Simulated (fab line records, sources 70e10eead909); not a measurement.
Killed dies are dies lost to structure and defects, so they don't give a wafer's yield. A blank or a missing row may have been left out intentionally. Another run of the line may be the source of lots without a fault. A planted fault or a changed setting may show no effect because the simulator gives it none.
Chamber matching -- flow nand harc -- 4 sister chambers for NHARC_THIN_TSV_ETCH_44 on rie diel-13
The step etches the open film in CF4/O2, target depth 1594.2 nm, time 797.1 s. 14 wafers are shown with their chamber, then 7 later ones without.

WAFERS WITH THEIR CHAMBER
wafer,chamber,showerhead plenum p Torr (Torr),drypump motor current A (A),rf vpp V (V)
L445.4,0,1.77,6.4,789
L445.5,2,1.73,5.1,787
L445.6,3,1.89,5.3,798
L449.2,3,1.89,5.3,798
L449.4,2,1.73,5.1,786
L449.6,1,1.90,5.7,799
L450.4,1,1.90,5.7,798
L450.5,0,1.77,6.4,791
L450.6,1,1.90,5.8,800
L452.1,0,1.77,6.4,791
L452.3,3,1.88,5.3,798
L452.5,1,1.90,5.7,797
L456.1,0,1.77,6.4,791
L456.2,3,1.88,5.3,798

SIGNATURES, as means of the wafers listed above
reading,chamber 0,chamber 1,chamber 2,chamber 3,scatter within a chamber
showerhead plenum p Torr,1.7700,1.9000,1.7300,1.8850,0.00316
drypump motor current A,6.400,5.725,5.100,5.300,0.0274
rf vpp V,790.50,798.50,786.50,798.00,0.922
Rule: for a wafer and a chamber, the distance is found by dividing, reading by reading, the gap between the wafer's reading and the chamber's mean by the reading's scatter, squaring, summing and taking the root. If the next closest chamber is less than 2 further off than the closest, the wafer can't be placed; otherwise it belongs to the closest. The scatter: the root of (the sum of the squares of (reading less its chamber's mean) over the shown wafers, divided by (wafers less chambers)).

WAFERS MISSING THEIR CHAMBER
wafer,showerhead plenum p Torr (Torr),drypump motor current A (A),rf vpp V (V)
L456.6,1.88,5.3,798
L458.2,1.90,5.8,798
L458.5,1.88,5.3,797
L458.6,1.77,6.4,789
L461.1,1.88,5.3,796
L461.2,1.77,6.4,791
L461.4,1.73,5.1,788

EACH ONE'S CHAMBER
wafer,from the rows above,in truth
L456.6,3,3
L458.2,1,1
L458.5,3,3
L458.6,0,0
L461.1,3,3
L461.2,0,0
L461.4,2,2
7 of 7 placed correctly. Number that these rows cannot place: 0. Wrongly placed: 0.
